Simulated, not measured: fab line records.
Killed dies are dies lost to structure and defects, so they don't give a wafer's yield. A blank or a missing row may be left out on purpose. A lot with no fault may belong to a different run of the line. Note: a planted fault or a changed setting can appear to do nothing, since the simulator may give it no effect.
Struck lot and sound lot, side by side + flow n5_finfet + 20 steps out of a route of 1938
Sound: wafers L718.1, L718.4, L718.6. Wafers L732.1, L732.3, L732.5 were the ones struck. The cause comes at the end.
Order at every step that has rows: each side's tool, ch and its chambers, its first start. Under that, the readings that differ: sound wafers + struck wafers + difference of the means + sigmas: that difference in standard deviations of wafers without a fault.
alike: words and numbers the same on both sides, and readings whose means are apart by under 2 such deviations; not compared: readings that were withheld, readings missing a value for some wafer, numbers with overlapping values and no deviation given by the record, and bounds like >300 which may hide the same value.
A row with sigmas, a row that says differs or no value, or rows on one side alone: a step with any of these is where the two part. Non-overlapping numbers with no deviation appear without sigmas and do not part them. Lack of a reading on every wafer of one side parts them only where that side has two or more wafers.

first, 9 steps without rows for these wafers: N5_BEOL_M8_DESCUM_16 (chemistry O2, time 7.9 s); N5_BEOL_M8_ETCH_61 (etches SiARC in CF4, target depth 45.5 nm, time 75.8 s); N5_BEOL_M8_ETCH_62 (etches SOC in N2/H2, target depth 110 nm, overetch 22 nm, time 165 s); N5_BEOL_M8_STRIP_68 (strips in N2/H2); N5_BEOL_M8_STRIP_67 (strips in CF4); N5_BEOL_M8_HM_OPEN_17 (chemistry Cl2/BCl3, target TiN, target depth 20 nm, overetch 6 nm); N5_BEOL_M8_STRIP_19 (strips in O2); N5_BEOL_M8_COAT_63 (time 60 s, resist thk 60 nm); N5_BEOL_M8_COAT_64 (time 60 s, resist thk 12 nm).
N5_BEOL_M8_COAT_71: time 60 s, resist thk 5 nm.
  sound on litho_track-04 ch 0, day 11 20:02; struck on litho_track-04 ch 0, day 16 07:31
| reading                                         | sound                | struck               | difference | sigmas      |
|-------------------------------------------------|----------------------|----------------------|------------|-------------|
| spin_speed_rpm (rpm)                            | 1499.4 1501.7 1500.4 | 1810.4 1811.3 1811.2 | +310.5     | +99 or more |
| model.underlayer_of_BEOL_M8_COAT_71.thk_nm (nm) | 5 5 5                | 4.6 4.6 4.6          | -0.4       |             |
  alike: plate_temp_C
then, 7 steps without rows for these wafers: N5_BEOL_M8_COAT_22 (resist thk 30 nm); N5_BEOL_M8_EBR_24; N5_BEOL_M8_SOFTBAKE_23 (time 60 s); N5_BEOL_M8_EXPOSE_25 (exposes mask V7, target cd 40 nm); N5_BEOL_M8_PEB_26 (peb time 60 s); N5_BEOL_M8_DEVELOP_27 (develop time 30 s); N5_BEOL_M8_DESCUM_33 (chemistry O2, time 7 s).
N5_BEOL_M8_ETCH_72: etches underlayer in N2/H2, target depth 6.5 nm, time 5.2 s.
  sound on rie_diel-03 ch 1,3, day 11 20:35; struck on rie_diel-06 ch 1,2,3, day 16 08:01
| reading                                      | sound             | struck            | difference | sigmas |
|----------------------------------------------|-------------------|-------------------|------------|--------|
| etch_rf_on_time_s (s)                        | 5.21 5.28 5.25    | 4.80 4.79 4.80    | -0.45      | -5     |
| model.CAR-EUV_of_BEOL_M8_COAT_22.thk_nm (nm) | 20.2 20.4 20.4    | 21 20.8 21        | +1         |        |
| model.etch.depth_nm (nm)                     | 5.009 5.004 5.014 | 4.558 4.557 4.544 | -0.456     |        |
  alike: bias_w, chamber_pressure_mTorr, drypump_motor_current_A, oes_product_au, rf_vpp_V, showerhead_plenum_p_Torr, throttle_valve_pct
  not compared: rf_hours_counter_h
N5_BEOL_M8_ETCH_65: etches SiARC in CF4, target depth 15.6 nm, time 26 s.
  sound on rie_diel-03 ch 1,3, day 11 20:37; struck on rie_diel-06 ch 1,2,3, day 16 08:01
| reading                                      | sound        | struck         | difference | sigmas |
|----------------------------------------------|--------------|----------------|------------|--------|
| model.CAR-EUV_of_BEOL_M8_COAT_22.thk_nm (nm) | 11 11.2 11.2 | 11.8 11.6 11.6 | +0.5       |        |
  alike: bias_w, chamber_pressure_mTorr, drypump_motor_current_A, etch_rf_on_time_s, oes_product_au, rf_vpp_V, showerhead_plenum_p_Torr, throttle_valve_pct
  not compared: rf_hours_counter_h
then, 1 step without rows for these wafers: N5_BEOL_M8_ETCH_66 (etches SOC in N2/H2, target depth 80 nm, overetch 16 nm, time 120 s).

== WHERE THEY PART ==
Earliest at N5_BEOL_M8_COAT_71; latest, in this record, at N5_BEOL_M8_ETCH_72. Later steps at which nothing parts them and some readings are alike: N5_BEOL_M8_ETCH_65.

WHY: whatever the simulator had introduced
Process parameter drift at N5_BEOL_M8_COAT_71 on litho_track-04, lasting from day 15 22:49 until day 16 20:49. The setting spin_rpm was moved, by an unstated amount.
